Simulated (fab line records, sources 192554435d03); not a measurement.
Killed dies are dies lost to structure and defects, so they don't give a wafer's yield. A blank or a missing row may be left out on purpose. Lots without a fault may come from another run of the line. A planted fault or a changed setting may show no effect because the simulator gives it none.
One fault seen from 2 desks | flow n5_finfet | each desk has only its own numbers; what lay behind them comes last

THE METROLOGY DESK
What the gauges read, lot by lot, whatever tool the lot ran on: means of the sampled wafers that have a number. A lot is out of limits, marked OUT, if its mean lies more than 4 standard deviations from the usual mean; the brackets give that distance. Of its 11 readings 7 are shown: those that lie furthest out on some lot.
Columns: A = DIBL_N at N5_BEOL_M4_RC_MEAS_101, usual 35.9 mV/V; B = IOFF_N at N5_BEOL_M4_RC_MEAS_101, usual 0.160 nA/um; C = IOFF_P at N5_BEOL_M4_RC_MEAS_101, usual 0.21 nA/um; D = ION_P at N5_BEOL_M4_RC_MEAS_101, usual 461 uA/um; E = SS_P at N5_BEOL_M4_RC_MEAS_101, usual 73.2 mV/dec; F = VT_N at N5_BEOL_M4_RC_MEAS_101, usual 249.3 mV; G = VT_P at N5_BEOL_M4_RC_MEAS_101, usual -250 mV
lot  | first seen here | A    | B     | C    | D   | E    | F     | G
L290 | day 1 17:19     | 34.8 | 0.160 | 0.24 | 475 | 73.1 | 249.3 | -244
L292 | day 2 05:37     | 34.6 | 0.138 | 0.22 | 468 | 72.4 | 251.5 | -247
L297 | day 3 11:43     | 36.1 | 0.153 | 0.21 | 468 | 73.1 | 249.6 | -248
L300 | day 4 05:17     | 34.6 | 0.139 | 0.19 | 457 | 72.6 | 250.7 | -249
L301 | day 4 11:46     | 35.0 | 0.139 | 0.18 | 452 | 73.8 | 252.5 | -256
L302 | day 4 17:44     | 36.7 | 0.177 | 0.22 | 464 | 73.1 | 246.0 | -250
L307 | day 5 23:45     | 37.6 | 0.198 | 0.28 | 473 | 73.5 | 244.7 | -244
L310 | day 6 17:49     | 36.7 | 0.147 | 0.17 | 447 | 73.0 | 250.3 | -256
L313 | day 7 10:50     | 36.4 | 0.158 | 0.20 | 459 | 73.6 | 251.7 | -252
This desk's finding: nothing out of limits on any of the 9 lots.

THE TOOL OWNER'S DESK: litho_track-02
The tool's own readings at N5_PMOS_HMC_CHANNEL_EPI_COAT_31 (time 60 s, resist thk 66 nm): means of the sampled wafers that have a number, for each lot that ran on this tool. A lot is out of limits, marked OUT, if its mean lies more than 4 standard deviations from the usual mean; the brackets give that distance.
Columns: A = resist_line_temp_C at N5_PMOS_HMC_CHANNEL_EPI_COAT_31, usual 23.02 C; B = spin_speed_rpm at N5_PMOS_HMC_CHANNEL_EPI_COAT_31, usual 1500.1 rpm
lot  | first seen here | A     | B
L290 | day 1 16:58     | 23.09 | 1500.4
L297 | day 3 11:22     | 23.05 | 1500.0
L301 | day 4 11:25     | 23.15 | 1500.0
L307 | day 5 23:24     | 23.11 | 1534.7 (+38) OUT
L310 | day 6 17:34     | 22.88 | 1533.1 (+36) OUT
This desk's finding: out of limits on L307, L310; first on L307, day 5 23:24 (spin_speed_rpm at N5_PMOS_HMC_CHANNEL_EPI_COAT_31). In limits: L290, L297, L301.

PUT TOGETHER
The tool owner's desk could have raised an alarm at day 5 23:24, on L307, L310.
The metrology desk saw nothing out of limits.
The metrology desk has L307, L310 on record, within its limits.
Of the lots named, all ran N5_PMOS_HMC_CHANNEL_EPI_COAT_31 on litho_track-02.

WHAT THE SIMULATOR HAD PUT IN
Process parameter drift: litho_track-02, from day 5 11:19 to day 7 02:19, at N5_PMOS_HMC_CHANNEL_EPI_COAT_31. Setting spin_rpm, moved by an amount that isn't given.
Lots struck among those shown: L307, L310.
Hours from the fault's start to each desk's first reading out of limits: the tool owner's desk, 12.
